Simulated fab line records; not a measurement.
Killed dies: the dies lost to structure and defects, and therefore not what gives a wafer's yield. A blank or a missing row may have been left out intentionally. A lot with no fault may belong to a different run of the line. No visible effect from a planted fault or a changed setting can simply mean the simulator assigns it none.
Matching of chambers | flow n5_finfet | N5_BEOL_M6_CURE_75 on uv_cure-01 has 3 sister chambers
The step cures SiCOH lowk, time 120 s. 6 wafers are shown with their chamber, then 8 later ones without.

== WAFERS PAIRED WITH THEIR CHAMBERS ==
wafer  | chamber | wafer_temp_C_max | lamp_power_pct (%)
L077.3 | 2       | 371.4            | 52.36
L077.5 | 2       | 371.5            | 52.22
L083.3 | 1       | 372.6            | 52.29
L083.4 | 1       | 373.7            | 52.31
L087.6 | 0       | 371.5            | 52.36
L089.2 | 0       | 371.1            | 52.28

== WAFERS MISSING THEIR CHAMBER ==
wafer  | wafer_temp_C_max | lamp_power_pct (%)
L089.5 | 370.5            | 52.29
L089.6 | 371.3            | 52.36
L091.1 | 372.4            | 52.30
L091.2 | 372.6            | 52.25
L091.6 | 372.5            | 52.31
L093.2 | 372.8            | 52.35
L093.5 | 372.8            | 52.35
L093.6 | 372.4            | 52.28

== WHICH CHAMBER EACH WENT THROUGH ==
wafer  | from the rows above          | in truth
L089.5 | can't be placed: 0 or 2      | 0
L089.6 | can't be placed: 0 or 2      | 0
L091.1 | can't be placed: 1 or 2 or 0 | 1
L091.2 | can't be placed: 1 or 2 or 0 | 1
L091.6 | can't be placed: 1 or 2 or 0 | 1
L093.2 | can't be placed: 1 or 2      | 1
L093.5 | can't be placed: 1 or 2      | 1
L093.6 | can't be placed: 1 or 2 or 0 | 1
Correct placement for 0 of the 8. Cannot be placed on the basis of these rows: 8; the candidates contain the true chamber in 8. Number placed wrongly: 0.
How it was worked out, from the rows above alone: a wafer's distance from a chamber is the root of the sum, over the readings, of the square of ((its reading less the chamber's mean) divided by the reading's scatter). The wafer belongs to the nearest chamber; if the next one is less than 2 further off, it can't be placed. For every chamber, the mean is computed from those of its wafers that are shown. The scatter: take each reading less its chamber's mean, square it, sum over the shown wafers, divide by the number of wafers less the number of chambers, and take the root.
